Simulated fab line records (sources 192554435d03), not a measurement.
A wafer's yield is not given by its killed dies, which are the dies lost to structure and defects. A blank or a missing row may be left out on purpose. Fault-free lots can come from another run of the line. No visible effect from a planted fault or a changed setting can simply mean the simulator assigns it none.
Lot-split experiment + flow n5Finfet + 21 wafers read from 7 lots, route of 1938 steps

== THE SPLIT ITSELF ==
At N5_PASSIVATION_ETCH_54 (etches SiO2 in CHF3/O2, target depth 880 nm, time 440 s), the setting timeS was moved away from the recipe's 440 s on 7 of the 21 wafers read, by -12.5% to +12.7%. This setting was run at the recipe's value on the other wafers.

The reading is taken at the split's own step.

== THE READING ==
etch.depthNm (the simulator's own value, which no gauge read), in nm, at N5_PASSIVATION_ETCH_54 (etches SiO2 in CHF3/O2, target depth 880 nm, time 440 s). No usual value for it is given in the file. The 14 wafers here that ran the recipe average 868.6 nm, standard deviation 10 nm.

| wafer  | tool, chamber at the split | timeS as run, s | against the recipe | etch.depthNm, nm | against lot-mates on the recipe |
|--------|----------------------------|-----------------|--------------------|------------------|---------------------------------|
| L074.1 | rieDiel-05, 3              | 440             | recipe             | 862              | -                               |
| L074.2 | rieDiel-05, 2              | 406             | -7.7%              | 792.7            | -70.8                           |
| L074.5 | rieDiel-05, 3              | 440             | recipe             | 865              | -                               |
| L075.1 | rieDiel-05, 3              | 440             | recipe             | 857.1            | -                               |
| L075.2 | rieDiel-05, 1              | 440             | recipe             | 869              | -                               |
| L075.3 | rieDiel-05, 2              | 440             | recipe             | 854.2            | -                               |
| L077.1 | rieDiel-01, 1              | 440             | recipe             | 868.1            | -                               |
| L077.3 | rieDiel-01, 0              | 440             | recipe             | 887.5            | -                               |
| L077.5 | rieDiel-01, 3              | 495.9           | +12.7%             | 985.1            | +107.3                          |
| L080.1 | rieDiel-05, 2              | 440             | recipe             | 859.2            | -                               |
| L080.2 | rieDiel-05, 3              | 405.9           | -7.8%              | 796.5            | -62.7                           |
| L080.6 | rieDiel-05, 0              | 405.9           | -7.8%              | 827.9            | -31.3                           |
| L088.1 | rieDiel-05, 0              | 475.8           | +8.1%              | 957.4            | +88.6                           |
| L088.2 | rieDiel-05, 1              | 440             | recipe             | 879              | -                               |
| L088.4 | rieDiel-05, 3              | 440             | recipe             | 858.5            | -                               |
| L092.1 | rieDiel-01, 1              | 440             | recipe             | 884.6            | -                               |
| L092.2 | rieDiel-01, 0              | 385             | -12.5%             | 763.7            | -120.9                          |
| L092.3 | rieDiel-01, 3              | 385             | -12.5%             | 756.3            | -128.3                          |
| L093.1 | rieDiel-03, 1              | 440             | recipe             | 863.9            | -                               |
| L093.2 | rieDiel-03, 2              | 440             | recipe             | 878.8            | -                               |
| L093.5 | rieDiel-03, 0              | 440             | recipe             | 873.1            | -                               |

THE FIT
A straight line over all 21 wafers: etch.depthNm changes by +8.94 nm for each +1% of timeS; r = +0.98; the points scatter about the line by 12 nm.
The same after taking each lot's own level away (the mean of its wafers on the recipe; 21 wafers): +9.05 nm for each +1%; r = +0.98; scatter 12 nm.
Per that fit: largest timeS move, reading shift of 1.1e+02 nm.
Across the lots, their own levels run from 859.20 to 884.60 nm, a range of 2.5 times the standard deviation given above.
Hence the lot-to-lot level has little effect on the slope; both slopes agree.
Check: +121 nm against its lot-mates is what the line predicts for one of the wafers moved furthest among these (+12.7%) when that wafer is left out of the fit. It came out at +107 nm against them.

== FURTHER SPLITS ON THESE WAFERS ==
These wafers also went through other splits before the reading. Each is held against what the fit with the lots' levels taken away leaves over:
| other split on the same wafers     | wafers away from the commonest value | r with etch.depthNm (lot level and that fit taken away) |
|------------------------------------|--------------------------------------|---------------------------------------------------------|
| N5_MIM_BOT_LITHO_EXPOSE_05 doseMj  | 7                                    | +0.28                                                   |
| N5_PASSIVATION_VIA_ETCH_13 sourceW | 7                                    | -0.15                                                   |

== THE WHOLE CHAIN: every reading that the file lists as answering this split, in the file's order ==
| step                    | what it does                                            | reading                                                                     | change (the file's fit)                                                     | r (the file's) |
|-------------------------|---------------------------------------------------------|-----------------------------------------------------------------------------|-----------------------------------------------------------------------------|----------------|
| N5_PASSIVATION_ETCH_54  | etches SiO2 in CHF3/O2, target depth 880 nm, time 440 s | PASSIVATION.featureDepthNm (the simulator's own value, which no gauge read) | +9.05 nm for each +1% of the setting                                        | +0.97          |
| N5_PASSIVATION_ETCH_54  | etches SiO2 in CHF3/O2, target depth 880 nm, time 440 s | etch.depthNm (the simulator's own value, which no gauge read)               | +9.04 nm for each +1% of the setting                                        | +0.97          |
| N5_PASSIVATION_PROBE_49 |                                                         | killedAtFrontEnd                                                            | not straight: 54 at the lowest setting, 66 at the recipe, 64 at the highest | not given      |

== FILE'S OWN FIT ==
etch.depthNm changes by +9.04 nm for each +1% of timeS, r = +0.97.
